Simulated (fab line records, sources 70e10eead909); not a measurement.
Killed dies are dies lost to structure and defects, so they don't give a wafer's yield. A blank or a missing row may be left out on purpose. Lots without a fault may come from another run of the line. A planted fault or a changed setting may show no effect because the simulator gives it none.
Chamber matching | flow nand_harc | NHARC_A_M1_PRE_CLEAN_32 on pecvd-01: 3 sister chambers
The step time 12 s. 6 wafers are shown with their chamber, then 7 later ones without.

WAFERS WITH THEIR CHAMBER
wafer  | chamber | heater_power_w (W)
L136.4 | 0       | 531
L137.1 | 0       | 608
L137.3 | 1       | 705
L137.6 | 2       | 579
L141.1 | 1       | 609
L141.4 | 2       | 636

WAFERS WITHOUT THEIR CHAMBER
wafer  | heater_power_w (W)
L141.5 | 582
L145.1 | 592
L145.2 | 561
L145.6 | 715
L149.2 | 671
L149.3 | 581
L149.6 | 586

WHICH CHAMBER EACH WENT THROUGH
wafer  | from the rows above          | in truth
L141.5 | can't be placed: 0 or 2 or 1 | 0
L145.1 | can't be placed: 2 or 0 or 1 | 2
L145.2 | can't be placed: 0 or 2 or 1 | 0
L145.6 | can't be placed: 1 or 2 or 0 | 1
L149.2 | can't be placed: 1 or 2 or 0 | 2
L149.3 | can't be placed: 0 or 2 or 1 | 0
L149.6 | can't be placed: 0 or 2 or 1 | 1
Placed correctly: 0 of 7. Can't be placed from these rows: 7 (the true chamber is among the candidates in 7). Placed wrongly: 0.
How it was worked out, from the rows above alone: a wafer's distance from a chamber is the root of the sum, over the readings, of the square of ((its reading less the chamber's mean) divided by the reading's scatter). The wafer belongs to the nearest chamber; if the next one is less than 2 further off, it can't be placed. A chamber's mean is the mean of its shown wafers. The scatter: the root of (the sum of the squares of (reading less its chamber's mean) over the shown wafers, divided by (wafers less chambers)).
